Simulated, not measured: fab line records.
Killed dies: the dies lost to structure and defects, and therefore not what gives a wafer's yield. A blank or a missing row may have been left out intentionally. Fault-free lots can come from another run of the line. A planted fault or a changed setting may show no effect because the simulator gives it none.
fab line records + flow n5-finfet + part 2 of 2: steps 5 to 6 of 6
[record]
- lots = 20
- wafers = 60
- last-day = 18
route steps=1938 shown BEOL_M10@1490 BEOL_M11@1556
lots with no fault: from the same line, run without faults
start-h: start of the lot's first displayed wafer, in hours after the record's first day + wait-h: how many hours have passed since the lot's step before this one + " identical to the entry in the row above + L1.1+2: several wafers, shown together as one row + - value missing, or start not given + * or withheld: withheld + < > ~ a bound
route shown NAME@n: names a module that has steps shown in the file, with the first one's number in the route + usual: average and standard deviation across the fault-free wafers + same: alike in all rows + chamber/n: place in a boat + sites: per-site readings + _std_site: standard deviation across them + _edge_site: inner sites' mean taken away from outer sites' mean + radius-mm: how far each site lies from the wafer's centre + mask NAME#n: copy n + behind: the most recent tool/chamber to have shaped the wafer + hold: cause of the lot's hold/its duration in hours/its outcome + device: transistor that didn't switch, given as n, p or np + end of line: at the end of the route, the tests of the same wafers + for a step that has no rows: nothing shown but its recipe + killed: dies lost to structure and defects at the first sort, not the wafer's yield + map: per-die view of a wafer (x killed, . not killed, _ where there is no die)
set.NAME: the run value of the setting; set.NAME@STEP: its run value at that earlier step + model.NAME: the simulator's own value behind a step, which no gauge read
route steps across a sampled set of lots; one table per step, one row per wafer
services: a tool's chamber out of use, with start hour (start-h, from the record's first day; less than 0 if before it), hours out, and reason
[[steps]]
[step N5_BEOL_M11_STRIP_67]
[recipe]
- chemistry = CF4
- resist = SiARC
- power-w = 300
- bias-power-w = 75
- pressure-mtorr = 50
- cf4-flow-sccm = 150
- rf-frequency-hz = 6e+07
[usual]
- drypump-motor-current-A = 5.6/0.41
- oes-product-au = 0.80/0.071
- rf-vpp-V = 271.4/1.2
- showerhead-plenum-p-Torr = 1.81/0.042
- throttle-valve-pct = 13.56/0.22
| lot.wafer | tool        | chamber | start-h | wait-h | drypump-motor-current-A | oes-product-au | rf-hours-counter-h | rf-vpp-V | showerhead-plenum-p-Torr | throttle-valve-pct |
|-----------|-------------|---------|---------|--------|-------------------------|----------------|--------------------|----------|--------------------------|--------------------|
| L074.1    | rie-diel-05 | 3       | 237.48  | 0.0    | 5.6                     | 0.88           | 34                 | 269.7    | 1.76                     | 13.33              |
| L074.3    | "           | 0       | "       | "      | 6.2                     | 0.73           | 188                | 273.2    | 1.84                     | 13.85              |
| L074.6    | "           | 2       | "       | "      | 5.5                     | 0.86           | -                  | 271.8    | 1.83                     | 13.46              |
| L075.1    | rie-diel-02 | 2       | 249.59  | 0.0    | 5.6                     | 0.74           | 181                | 272.0    | 1.80                     | 13.57              |
| L075.3    | "           | 3       | "       | "      | 5.2                     | 0.70           | 191                | 271.9    | 1.85                     | 13.82              |
| L075.4    | "           | 0       | "       | "      | 5.4                     | 0.91           | 20                 | 274.1    | 1.91                     | 13.20              |
| L079.1    | rie-diel-05 | 0       | 259.62  | 0.0    | 6.2                     | 0.72           | 196                | 272.8    | 1.84                     | 13.88              |
| L079.3    | "           | 1       | "       | "      | 5.6                     | 0.73           | 178                | 271.8    | 1.78                     | 13.56              |
| L079.4    | "           | 3       | "       | "      | 5.6                     | 0.87           | 41                 | 269.9    | 1.76                     | 13.35              |
| L078.2    | rie-diel-04 | 0       | 259.86  | 0.0    | 5.9                     | 0.75           | 160                | 270.9    | 1.77                     | 13.42              |
| L078.4    | "           | 2       | "       | "      | 6.4                     | 0.83           | 71                 | 270.4    | 1.83                     | 13.67              |
| L078.5    | "           | 3       | "       | "      | 5.7                     | 0.84           | -                  | 271.4    | 1.83                     | 13.65              |
| L077.1    | rie-diel-05 | 0       | 260.11  | 0.0    | 6.2                     | 0.72           | 196                | 272.9    | 1.84                     | 13.87              |
| L077.3    | "           | 2       | "       | "      | 5.5                     | 0.87           | 65                 | 272.5    | 1.82                     | 13.47              |
| L077.6    | "           | 1       | "       | "      | 5.6                     | 0.73           | -                  | 271.4    | 1.78                     | 13.59              |
| L080.2    | rie-diel-02 | 2       | 278.32  | 0.0    | 5.6                     | 0.73           | 186                | 269.2    | 1.80                     | 13.56              |
| L080.4    | "           | 0       | "       | "      | 5.4                     | 0.89           | 30                 | 272.8    | 1.91                     | 13.23              |
| L080.5    | "           | 0       | "       | "      | 5.3                     | 0.89           | -                  | 274.9    | 1.91                     | 13.26              |
| L083.1    | rie-diel-04 | 3       | 278.75  | 0.0    | 5.7                     | 0.83           | 66                 | 270.5    | 1.83                     | 13.68              |
| L083.5    | "           | 0       | "       | "      | 5.9                     | 0.75           | -                  | 270.5    | 1.77                     | 13.44              |
| L083.6    | "           | 1       | "       | "      | 5.4                     | 0.87           | -                  | 269.7    | 1.74                     | 13.28              |
| L081.1    | rie-diel-04 | 0       | 279.04  | 0.0    | 5.9                     | 0.75           | 166                | 270.6    | 1.77                     | 13.43              |
| L081.4    | "           | 3       | "       | "      | 5.7                     | 0.83           | 66                 | 271.2    | 1.83                     | 13.67              |
| L081.5    | "           | 1       | "       | "      | 5.3                     | 0.87           | -                  | 270.7    | 1.74                     | 13.31              |
| L084.2    | rie-diel-04 | 0       | 286.06  | 0.0    | 5.9                     | 0.74           | 169                | 269.4    | 1.77                     | 13.45              |
| L084.3    | "           | 3       | "       | "      | 5.7                     | 0.83           | 69                 | 271.4    | 1.83                     | 13.68              |
| L084.5    | "           | 0       | "       | "      | 5.9                     | 0.75           | -                  | 270.4    | 1.77                     | 13.43              |
| L085.3    | rie-diel-04 | 3       | 298.06  | 0.0    | 5.7                     | 0.82           | 72                 | 270.7    | 1.83                     | 13.69              |
| L085.5    | "           | 3       | "       | "      | 5.7                     | 0.82           | -                  | 270.6    | 1.83                     | 13.69              |
| L085.6    | "           | 2       | "       | "      | 6.4                     | 0.82           | -                  | 270.5    | 1.83                     | 13.69              |
| L087.2    | rie-diel-04 | 3       | 315.70  | 0.0    | 5.7                     | 0.82           | 78                 | 272.0    | 1.83                     | 13.70              |
| L087.3    | "           | 2       | "       | "      | 6.4                     | 0.82           | 89                 | 270.5    | 1.83                     | 13.70              |
| L087.5    | "           | 2       | "       | "      | 6.3                     | 0.81           | -                  | 271.4    | 1.83                     | 13.71              |
| L086.1    | rie-diel-02 | 3       | 318.16  | 0.0    | 5.2                     | 0.69           | 211                | 271.0    | 1.85                     | 13.88              |
| L086.3    | "           | 1       | "       | "      | 4.9                     | 0.89           | 34                 | 271.9    | 1.83                     | 13.25              |
| L086.4    | "           | 0       | "       | "      | 5.3                     | 0.87           | 42                 | 273.2    | 1.90                     | 13.25              |
| L088.1    | rie-diel-04 | 2       | 328.44  | 0.0    | 6.4                     | 0.81           | 93                 | 271.3    | 1.83                     | 13.69              |
| L088.4    | "           | 0       | "       | "      | 5.9                     | 0.74           | 181                | 271.7    | 1.77                     | 13.47              |
| L088.5    | "           | 1       | "       | "      | 5.4                     | 0.86           | -                  | 270.9    | 1.74                     | 13.32              |
| L090.1    | rie-diel-04 | 3       | 337.46  | 0.0    | 5.7                     | 0.82           | 84                 | 271.8    | 1.83                     | 13.73              |
| L090.3    | "           | 1       | "       | "      | 5.4                     | 0.85           | 56                 | 270.6    | 1.74                     | 13.33              |
| L090.5    | "           | 3       | "       | "      | 5.7                     | 0.81           | -                  | 270.9    | 1.83                     | 13.71              |
| L093.3    | rie-diel-05 | 3       | 345.52  | 0.0    | 5.6                     | 0.83           | 67                 | 270.0    | 1.75                     | 13.42              |
| L093.4    | "           | 1       | "       | "      | 5.6                     | 0.70           | 205                | 269.8    | 1.78                     | 13.63              |
| L093.6    | "           | 0       | "       | "      | 6.2                     | 0.71           | -                  | 270.6    | 1.83                     | 13.95              |
| L092.3    | rie-diel-02 | 2       | 358.23  | 0.0    | 5.6                     | 0.71           | 212                | 271.9    | 1.79                     | 13.64              |
| L092.4    | "           | 0       | "       | "      | 5.4                     | 0.87           | 50                 | 273.5    | 1.90                     | 13.27              |
| L092.6    | "           | 3       | "       | "      | 5.2                     | 0.69           | -                  | 272.8    | 1.84                     | 13.91              |
| L094.1    | rie-diel-04 | 2       | 369.01  | 0.0    | 6.4                     | 0.80           | 105                | 271.6    | 1.82                     | 13.73              |
| L094.5    | "           | 2       | "       | "      | 6.3                     | 0.80           | -                  | 271.0    | 1.82                     | 13.74              |
| L094.6    | "           | 3       | "       | "      | 5.7                     | 0.80           | -                  | 270.7    | 1.82                     | 13.73              |
| L095.2    | rie-diel-05 | 1       | 375.70  | 0.0    | 5.6                     | 0.70           | 215                | 270.2    | 1.77                     | 13.66              |
| L095.4    | "           | 0       | "       | "      | 6.2                     | 0.70           | 233                | 270.8    | 1.83                     | 13.96              |
| L095.6    | "           | 0       | "       | "      | 6.2                     | 0.70           | -                  | 272.1    | 1.83                     | 13.96              |
| L096.1    | rie-diel-02 | 1       | 378.99  | 0.0    | 4.9                     | 0.85           | 53                 | 272.8    | 1.82                     | 13.31              |
| L096.5    | "           | 1       | "       | "      | 4.9                     | 0.86           | -                  | 270.9    | 1.82                     | 13.32              |
| L096.6    | "           | 2       | "       | "      | 5.5                     | 0.71           | -                  | 270.7    | 1.79                     | 13.65              |
| L097.1    | rie-diel-02 | 3       | 380.81  | 0.0    | 5.2                     | 0.68           | 229                | 272.0    | 1.84                     | 13.92              |
| L097.2    | "           | 0       | "       | "      | 5.4                     | 0.85           | 57                 | 273.7    | 1.90                     | 13.31              |
| L097.3    | "           | 1       | "       | "      | 4.9                     | 0.85           | 54                 | 272.1    | 1.82                     | 13.31              |
[step N5_BEOL_M11_HM_OPEN_17]
[recipe]
- chemistry = Cl2/BCl3
- target-depth-a = 200
- overetch-a = 60
- target = TiN
- mask-material = SOC
- ion-energy-ev = 150
- pressure-mtorr = 10
- icp-w = 1000
- bias-w = 126
- Cl2_flow_sccm = 53.25
- bcl3-flow-sccm = 21.75
- Ar_flow_sccm = 25
[usual]
- drypump-motor-current-A = 5.8/0.39
- oes-product-au = 0.64/0.063
- throttle-valve-pct = 22.23/0.27
| lot.wafer | tool         | chamber | start-h | wait-h | drypump-motor-current-A | oes-product-au | rf-hours-counter-h | throttle-valve-pct |
|-----------|--------------|---------|---------|--------|-------------------------|----------------|--------------------|--------------------|
| L074.1    | rie-metal-03 | 0       | 237.52  | 0.0    | 6.6                     | 0.71           | 28                 | 22.16              |
| L074.3    | "            | 1       | "       | "      | 5.9                     | 0.67           | -                  | 22.09              |
| L074.6    | "            | 1       | "       | "      | 5.9                     | 0.67           | -                  | 22.08              |
| L075.1    | rie-metal-03 | 1       | 249.63  | 0.0    | 5.9                     | 0.66           | 43                 | 22.09              |
| L075.3    | "            | 0       | "       | "      | 6.6                     | 0.71           | -                  | 22.15              |
| L075.4    | "            | 1       | "       | "      | 5.9                     | 0.67           | -                  | 22.09              |
| L079.1    | rie-metal-03 | 1       | 259.66  | 0.0    | 5.9                     | 0.67           | 44                 | 22.06              |
| L079.3    | "            | 0       | "       | "      | 6.6                     | 0.71           | -                  | 22.17              |
| L079.4    | "            | 1       | "       | "      | 5.9                     | 0.67           | -                  | 22.10              |
| L078.2    | rie-metal-01 | 0       | 259.90  | 0.0    | 5.7                     | 0.70           | 24                 | 21.90              |
| L078.4    | "            | 0       | "       | "      | 5.7                     | 0.71           | -                  | 21.91              |
| L078.5    | "            | 0       | "       | "      | 5.7                     | 0.70           | -                  | 21.92              |
| L077.1    | rie-metal-03 | 0       | 260.15  | 0.0    | 6.6                     | 0.71           | 31                 | 22.17              |
| L077.3    | "            | 1       | "       | "      | 5.9                     | 0.66           | -                  | 22.09              |
| L077.6    | "            | 0       | "       | "      | 6.6                     | 0.72           | -                  | 22.16              |
| L080.2    | rie-metal-01 | 0       | 278.36  | 0.0    | 5.7                     | 0.71           | 25                 | 21.92              |
| L080.4    | "            | 0       | "       | "      | 5.7                     | 0.70           | -                  | 21.89              |
| L080.5    | "            | 0       | "       | "      | 5.7                     | 0.70           | -                  | 21.91              |
| L083.1    | rie-metal-01 | 0       | 278.79  | 0.0    | 5.7                     | 0.70           | 25                 | 21.90              |
| L083.5    | "            | 1       | "       | "      | 6.1                     | 0.54           | -                  | 22.76              |
| L083.6    | "            | 0       | "       | "      | 5.7                     | 0.69           | -                  | 21.91              |
| L081.1    | rie-metal-02 | 1       | 279.08  | 0.0    | 5.4                     | 0.58           | 85                 | 22.14              |
| L081.4    | "            | 0       | "       | "      | 5.6                     | 0.65           | -                  | 22.36              |
| L081.5    | "            | 0       | "       | "      | 5.6                     | 0.65           | -                  | 22.34              |
| L084.2    | rie-metal-02 | 0       | 286.13  | 0.1    | 5.6                     | 0.65           | -                  | 22.38              |
| L084.3    | "            | 0       | "       | "      | 5.6                     | 0.64           | -                  | 22.38              |
| L084.5    | "            | 0       | "       | "      | 5.6                     | 0.64           | -                  | 22.38              |
| L085.3    | rie-metal-01 | 0       | 298.20  | 0.1    | 5.7                     | 0.69           | -                  | 21.89              |
| L085.5    | "            | 0       | "       | "      | 5.7                     | 0.69           | -                  | 21.90              |
| L085.6    | "            | 1       | "       | "      | 6.1                     | 0.55           | -                  | 22.75              |
| L087.2    | rie-metal-03 | 0       | 315.74  | 0.0    | 6.7                     | 0.69           | 35                 | 22.19              |
| L087.3    | "            | 0       | "       | "      | 6.7                     | 0.70           | -                  | 22.18              |
| L087.5    | "            | 0       | "       | "      | 6.7                     | 0.69           | -                  | 22.18              |
| L086.1    | rie-metal-02 | 1       | 318.20  | 0.0    | 5.3                     | 0.57           | 89                 | 22.14              |
| L086.3    | "            | 0       | "       | "      | 5.6                     | 0.64           | -                  | 22.35              |
| L086.4    | "            | 1       | "       | "      | 5.3                     | 0.57           | -                  | 22.14              |
| L088.1    | rie-metal-01 | 1       | 328.48  | 0.0    | 6.1                     | 0.54           | 106                | 22.78              |
| L088.4    | "            | 0       | "       | "      | 5.7                     | 0.68           | -                  | 21.94              |
| L088.5    | "            | 1       | "       | "      | 6.1                     | 0.53           | -                  | 22.78              |
| L090.1    | rie-metal-02 | 1       | 337.50  | 0.0    | 5.3                     | 0.57           | 92                 | 22.14              |
| L090.3    | "            | 1       | "       | "      | 5.4                     | 0.57           | -                  | 22.13              |
| L090.5    | "            | 1       | "       | "      | 5.3                     | 0.57           | -                  | 22.12              |
| L093.3    | rie-metal-01 | 0       | 345.60  | 0.1    | 5.7                     | 0.68           | -                  | 21.94              |
| L093.4    | "            | 1       | "       | "      | 6.1                     | 0.54           | -                  | 22.78              |
| L093.6    | "            | 0       | "       | "      | 5.7                     | 0.68           | -                  | 21.91              |
| L092.3    | rie-metal-01 | 0       | 358.33  | 0.1    | 5.7                     | 0.68           | -                  | 21.92              |
| L092.4    | "            | 0       | "       | "      | 5.7                     | 0.68           | -                  | 21.92              |
| L092.6    | "            | 0       | "       | "      | 5.7                     | 0.68           | -                  | 21.91              |
| L094.1    | rie-metal-02 | 1       | 369.05  | 0.0    | 5.3                     | 0.56           | 95                 | 22.15              |
| L094.5    | "            | 0       | "       | "      | 5.6                     | 0.62           | -                  | 22.41              |
| L094.6    | "            | 1       | "       | "      | 5.3                     | 0.56           | -                  | 22.16              |
| L095.2    | rie-metal-03 | 0       | 375.74  | 0.0    | 6.6                     | 0.69           | 39                 | 22.18              |
| L095.4    | "            | 1       | "       | "      | 5.9                     | 0.65           | -                  | 22.12              |
| L095.6    | "            | 0       | "       | "      | 6.6                     | 0.69           | -                  | 22.18              |
| L096.1    | rie-metal-02 | 0       | 379.03  | 0.0    | 5.6                     | 0.62           | 58                 | 22.38              |
| L096.5    | "            | 0       | "       | "      | 5.6                     | 0.62           | -                  | 22.40              |
| L096.6    | "            | 1       | "       | "      | 5.3                     | 0.56           | -                  | 22.15              |
| L097.1    | rie-metal-01 | 1       | 380.85  | 0.0    | 6.1                     | 0.80           | 1                  | 22.33              |
| L097.2    | "            | 0       | "       | "      | 5.7                     | 0.67           | 36                 | 21.92              |
| L097.3    | "            | 0       | "       | "      | 5.7                     | 0.68           | -                  | 21.93              |
[[services]]
| tool         | chamber | start-h | hours | kind   |
|--------------|---------|---------|-------|--------|
| rie-diel-05  | 3       | 210.20  | 15.3  | repair |
| rie-metal-02 | 1       | 228.40  | 16.7  | repair |
| rie-diel-06  | -       | 233.19  | 15.6  | pm     |
| rie-diel-06  | 3       | 251.02  | 9.4   | repair |
| rie-diel-03  | 3       | 259.60  | 4.2   | repair |
| rie-diel-06  | 0       | 263.94  | 4.2   | repair |
| rie-diel-02  | 3       | 264.08  | 11.4  | repair |
| rie-diel-02  | -       | 271.71  | 2.8   | pm     |
| rie-diel-06  | -       | 277.23  | 4.3   | pm     |
| rie-metal-02 | 1       | 285.23  | 5.5   | repair |
| rie-diel-01  | 0       | 287.50  | 1.8   | repair |
| rie-diel-02  | -       | 300.28  | 4.0   | repair |
| rie-diel-03  | 0       | 303.24  | 7.5   | repair |
| rie-diel-06  | 2       | 309.91  | 2.8   | repair |
| rie-metal-03 | -       | 310.55  | 1.4   | pm     |
| rie-diel-03  | 1       | 321.25  | 4.6   | repair |
| rie-diel-02  | 0       | 322.58  | 9.6   | repair |
| rie-diel-04  | 1       | 330.34  | 2.0   | repair |
| rie-diel-02  | -       | 337.47  | 0.7   | repair |
| rie-metal-03 | -       | 347.73  | 2.8   | pm     |
| rie-diel-05  | 3       | 351.34  | 12.4  | repair |
| rie-diel-01  | -       | 373.96  | 1.1   | repair |
| rie-metal-02 | -       | 374.33  | 4.3   | pm     |
| rie-diel-01  | 1       | 378.85  | 1.3   | repair |
